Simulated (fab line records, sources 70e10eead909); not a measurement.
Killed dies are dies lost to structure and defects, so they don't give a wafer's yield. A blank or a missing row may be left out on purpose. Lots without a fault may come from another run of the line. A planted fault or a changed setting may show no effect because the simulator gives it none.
Which tool did it? | flow nand_harc | 24 lots, 72 wafers sampled, at 5 steps of a route of 1302

WHAT THE GAUGES READ, wafer by wafer
NHARC_P_M1_INSPECT_27.
lot  | measured     | on                | raw_defect_count
L074 | day 6 07:54  | defect_inspect-01 | 470 359 263
L075 | day 6 17:49  | defect_inspect-01 | 164 216 420
L076 | day 7 07:49  | defect_inspect-01 | 390 316 233
L077 | day 7 08:46  | defect_inspect-02 | 595 699 702
L078 | day 8 02:55  | defect_inspect-01 | 260 426 371
L079 | day 8 08:40  | defect_inspect-02 | 259 370 230
L080 | day 8 22:20  | defect_inspect-02 | 329 291 290
L081 | day 9 01:07  | defect_inspect-01 | 255 522 212
L082 | day 9 14:46  | defect_inspect-02 | 222 307 199
L083 | day 9 23:02  | defect_inspect-02 | 280 273 195
L084 | day 10 15:51 | defect_inspect-02 | 198 343 582
L085 | day 10 23:35 | defect_inspect-01 | 278 302 151
L086 | day 11 09:36 | defect_inspect-02 | 239 263 230
L087 | day 11 13:26 | defect_inspect-02 | 347 436 289
L089 | day 12 11:47 | defect_inspect-02 | 413 465 253
L088 | day 12 12:13 | defect_inspect-02 | 275 232 202
L090 | day 13 06:25 | defect_inspect-02 | 294 340 376
L091 | day 13 13:43 | defect_inspect-01 | 211 192 159
L092 | day 13 15:33 | defect_inspect-02 | 285 120 149
L093 | day 14 04:58 | defect_inspect-01 | 399 338 276
L095 | day 14 21:13 | defect_inspect-01 | 315 229 422
L094 | day 14 21:27 | defect_inspect-02 | 606 489 373
L096 | day 15 10:16 | defect_inspect-01 | 498 380 306
L097 | day 16 04:10 | defect_inspect-01 | 300 265 299

WHICH TOOL RAN EACH LOT (tool, then ch and the chambers of the sampled wafers, then the start)
lot  | NHARC_P_GATE_STRIP_75                | NHARC_P_GATE_STRIP_76                | NHARC_P_GATE_DEGAS_109       | NHARC_P_M1_DEGAS_29
L074 | plasma_asher-02 ch 0,1, day 5 13:17  | plasma_asher-01 ch 0,1, day 5 15:00  | pvd_sputter-03, day 5 18:01  | pvd_sputter-03, day 6 06:09
L075 | plasma_asher-01 ch 0,1, day 5 23:47  | plasma_asher-01 ch 0,1, day 6 01:23  | pvd_sputter-01, day 6 04:20  | pvd_sputter-03, day 6 16:15
L076 | plasma_asher-02 ch 1, day 6 13:47    | plasma_asher-02 ch 0, day 6 15:22    | pvd_sputter-03, day 6 18:24  | pvd_sputter-01, day 7 06:16
L077 | plasma_asher-01 ch 0,1, day 6 14:07  | plasma_asher-01 ch 0,1, day 6 15:49  | pvd_sputter-01, day 6 18:50  | pvd_sputter-03, day 7 07:13
L078 | plasma_asher-01 ch 0,1, day 7 08:29  | plasma_asher-01 ch 0,1, day 7 10:13  | pvd_sputter-03, day 7 13:13  | pvd_sputter-03, day 8 01:20
L079 | plasma_asher-02 ch 0,1, day 7 14:10  | plasma_asher-01 ch 0,1, day 7 16:00  | pvd_sputter-03, day 7 19:00  | pvd_sputter-01, day 8 07:07
L080 | plasma_asher-02 ch 0,1, day 8 01:31  | plasma_asher-02 ch 0,1, day 8 03:10  | pvd_sputter-02, day 8 06:11  | pvd_sputter-03, day 8 20:48
L081 | plasma_asher-01 ch 0,1, day 8 06:25  | plasma_asher-02 ch 0,1, day 8 08:08  | pvd_sputter-01, day 8 11:08  | pvd_sputter-03, day 8 23:32
L082 | plasma_asher-02 ch 0,1, day 8 20:28  | plasma_asher-01 ch 0,1, day 8 22:10  | pvd_sputter-01, day 9 01:07  | pvd_sputter-01, day 9 13:13
L083 | plasma_asher-01 ch 0,1, day 9 04:19  | plasma_asher-02 ch 0,1, day 9 06:01  | pvd_sputter-02, day 9 09:02  | pvd_sputter-02, day 9 21:26
L084 | plasma_asher-01 ch 0,1, day 9 21:23  | plasma_asher-02 ch 0,1, day 9 22:59  | pvd_sputter-03, day 10 02:02 | pvd_sputter-02, day 10 14:17
L085 | plasma_asher-01 ch 0,1, day 10 04:33 | plasma_asher-02 ch 0,1, day 10 06:17 | pvd_sputter-02, day 10 09:20 | pvd_sputter-03, day 10 21:42
L086 | plasma_asher-01 ch 0,1, day 10 14:46 | plasma_asher-02 ch 0,1, day 10 16:31 | pvd_sputter-03, day 10 19:49 | pvd_sputter-01, day 11 08:04
L087 | plasma_asher-02 ch 0,1, day 10 18:17 | plasma_asher-01 ch 0,1, day 10 20:01 | pvd_sputter-01, day 10 23:26 | pvd_sputter-01, day 11 11:52
L089 | plasma_asher-01 ch 0,1, day 11 17:16 | plasma_asher-02 ch 0, day 11 18:59   | pvd_sputter-02, day 11 22:01 | pvd_sputter-03, day 12 10:14
L088 | plasma_asher-01 ch 0,1, day 11 18:00 | plasma_asher-01 ch 0,1, day 11 19:42 | pvd_sputter-03, day 11 22:47 | pvd_sputter-02, day 12 10:39
L090 | plasma_asher-02 ch 0,1, day 12 11:54 | plasma_asher-01 ch 0, day 12 13:38   | pvd_sputter-01, day 12 16:32 | pvd_sputter-02, day 13 04:50
L091 | plasma_asher-01 ch 0,1, day 12 19:23 | plasma_asher-01 ch 1, day 12 21:07   | pvd_sputter-01, day 13 00:10 | pvd_sputter-03, day 13 12:10
L092 | plasma_asher-02 ch 0,1, day 12 21:26 | plasma_asher-02 ch 0,1, day 12 23:02 | pvd_sputter-01, day 13 02:04 | pvd_sputter-02, day 13 13:59
L093 | plasma_asher-02 ch 0,1, day 13 10:47 | plasma_asher-01 ch 0,1, day 13 12:32 | pvd_sputter-02, day 13 15:34 | pvd_sputter-01, day 14 03:25
L095 | plasma_asher-01 ch 0,1, day 14 02:47 | plasma_asher-01 ch 0,1, day 14 04:31 | pvd_sputter-03, day 14 07:32 | pvd_sputter-03, day 14 19:41
L094 | plasma_asher-02 ch 0,1, day 14 03:01 | plasma_asher-02 ch 0,1, day 14 04:44 | pvd_sputter-03, day 14 07:46 | pvd_sputter-02, day 14 19:54
L096 | plasma_asher-01 ch 0,1, day 14 16:08 | plasma_asher-01 ch 0,1, day 14 17:45 | pvd_sputter-01, day 14 20:38 | pvd_sputter-03, day 15 08:41
L097 | plasma_asher-02 ch 0,1, day 15 09:30 | plasma_asher-02 ch 0,1, day 15 11:21 | pvd_sputter-02, day 15 14:15 | pvd_sputter-02, day 16 02:34
- NHARC_P_GATE_STRIP_75: strips in O2.
- NHARC_P_GATE_STRIP_76: strips in O2.
- NHARC_P_GATE_DEGAS_109: time 60 s.
- NHARC_P_M1_DEGAS_29: time 60 s.

WHAT THE TOOLS THEMSELVES READ (means of the sampled wafers that have a number; where no wafer has one, the mark that the record gives instead)
NHARC_P_GATE_STRIP_75.
lot  | tool            | drypump_motor_current_A (A) | heater_power_w (W)
L074 | plasma_asher-02 | 5.8                         | 324
L075 | plasma_asher-01 | 6.2                         | 312
L076 | plasma_asher-02 | 5.6                         | 342
L077 | plasma_asher-01 | 6.2                         | 309
L078 | plasma_asher-01 | 5.9                         | 298
L079 | plasma_asher-02 | 6.0                         | 314
L080 | plasma_asher-02 | 6.0                         | 313
L081 | plasma_asher-01 | 5.9                         | 304
L082 | plasma_asher-02 | 6.0                         | 313
L083 | plasma_asher-01 | 6.2                         | 321
L084 | plasma_asher-01 | 6.2                         | 316
L085 | plasma_asher-01 | 5.9                         | 304
L086 | plasma_asher-01 | 5.9                         | 300
L087 | plasma_asher-02 | 5.8                         | 332
L089 | plasma_asher-01 | 6.2                         | 323
L088 | plasma_asher-01 | 5.9                         | 302
L090 | plasma_asher-02 | 5.8                         | 325
L091 | plasma_asher-01 | 5.9                         | 303
L092 | plasma_asher-02 | 5.8                         | 315
L093 | plasma_asher-02 | 5.8                         | 319
L095 | plasma_asher-01 | 6.2                         | 317
L094 | plasma_asher-02 | 6.0                         | 313
L096 | plasma_asher-01 | 6.2                         | 317
L097 | plasma_asher-02 | 5.8                         | 319

NHARC_P_GATE_STRIP_76.
lot  | tool            | drypump_motor_current_A (A) | heater_power_w (W)
L074 | plasma_asher-01 | 6.2                         | 310
L075 | plasma_asher-01 | 5.9                         | 292
L076 | plasma_asher-02 | 6.2                         | 298
L077 | plasma_asher-01 | 5.9                         | 298
L078 | plasma_asher-01 | 6.2                         | 308
L079 | plasma_asher-01 | 5.9                         | 298
L080 | plasma_asher-02 | 6.0                         | 316
L081 | plasma_asher-02 | 5.7                         | 330
L082 | plasma_asher-01 | 6.2                         | 320
L083 | plasma_asher-02 | 5.8                         | 327
L084 | plasma_asher-02 | 6.0                         | 314
L085 | plasma_asher-02 | 5.7                         | 329
L086 | plasma_asher-02 | 5.8                         | 327
L087 | plasma_asher-01 | 6.2                         | 318
L089 | plasma_asher-02 | 6.2                         | 306
L088 | plasma_asher-01 | 6.0                         | 306
L090 | plasma_asher-01 | 6.5                         | 335
L091 | plasma_asher-01 | 5.6                         | 294
L092 | plasma_asher-02 | 5.7                         | 323
L093 | plasma_asher-01 | 5.9                         | 304
L095 | plasma_asher-01 | 6.0                         | 302
L094 | plasma_asher-02 | 5.8                         | 325
L096 | plasma_asher-01 | 5.9                         | 306
L097 | plasma_asher-02 | 5.8                         | 324

NHARC_P_GATE_DEGAS_109.
lot  | tool           | heater_power_w (W)
L074 | pvd_sputter-03 | 458
L075 | pvd_sputter-01 | 435
L076 | pvd_sputter-03 | 384
L077 | pvd_sputter-01 | 440
L078 | pvd_sputter-03 | 424
L079 | pvd_sputter-03 | 459
L080 | pvd_sputter-02 | 429
L081 | pvd_sputter-01 | 421
L082 | pvd_sputter-01 | 431
L083 | pvd_sputter-02 | 422
L084 | pvd_sputter-03 | 444
L085 | pvd_sputter-02 | 458
L086 | pvd_sputter-03 | 487
L087 | pvd_sputter-01 | 438
L089 | pvd_sputter-02 | 444
L088 | pvd_sputter-03 | 459
L090 | pvd_sputter-01 | 439
L091 | pvd_sputter-01 | 427
L092 | pvd_sputter-01 | 430
L093 | pvd_sputter-02 | 466
L095 | pvd_sputter-03 | 425
L094 | pvd_sputter-03 | 419
L096 | pvd_sputter-01 | 431
L097 | pvd_sputter-02 | 449

NHARC_P_M1_DEGAS_29.
lot  | tool           | heater_power_w (W)
L074 | pvd_sputter-03 | 322
L075 | pvd_sputter-03 | 317
L076 | pvd_sputter-01 | 303
L077 | pvd_sputter-03 | 342
L078 | pvd_sputter-03 | 294
L079 | pvd_sputter-01 | 308
L080 | pvd_sputter-03 | 338
L081 | pvd_sputter-03 | 334
L082 | pvd_sputter-01 | 312
L083 | pvd_sputter-02 | 323
L084 | pvd_sputter-02 | 323
L085 | pvd_sputter-03 | 349
L086 | pvd_sputter-01 | 313
L087 | pvd_sputter-01 | 314
L089 | pvd_sputter-03 | 289
L088 | pvd_sputter-02 | 331
L090 | pvd_sputter-02 | 313
L091 | pvd_sputter-03 | 305
L092 | pvd_sputter-02 | 288
L093 | pvd_sputter-01 | 314
L095 | pvd_sputter-03 | 304
L094 | pvd_sputter-02 | 313
L096 | pvd_sputter-03 | 334
L097 | pvd_sputter-02 | 315

THE ANSWER, worked out from the rows above alone
Rule: what is usual is taken from the lots themselves. Put in order of their means at a reading, lots are off if they are a third of the lots or fewer, leave a main group of 4 or more, and stand apart from it by a gap of 3 or more times the standard deviation of the main group's means; of several such gaps the widest counts. A main group whose means are all the same, to the digits that the tables above print for the reading, isn't used. A lot without any number at a reading at which 4 lots or more have one is off too. The other lots that the step has rows for count as sound. The gauges are gone through in route order, then the tools' own readings, and for those a lot's mean is taken as printed above. The first step at which some lot is off is used, and at that step the reading that is off furthest; a lot without a number counts as furthest.
No lot is off at any reading shown: from this, nothing can be told.

WHAT THE SIMULATOR HAD PUT IN
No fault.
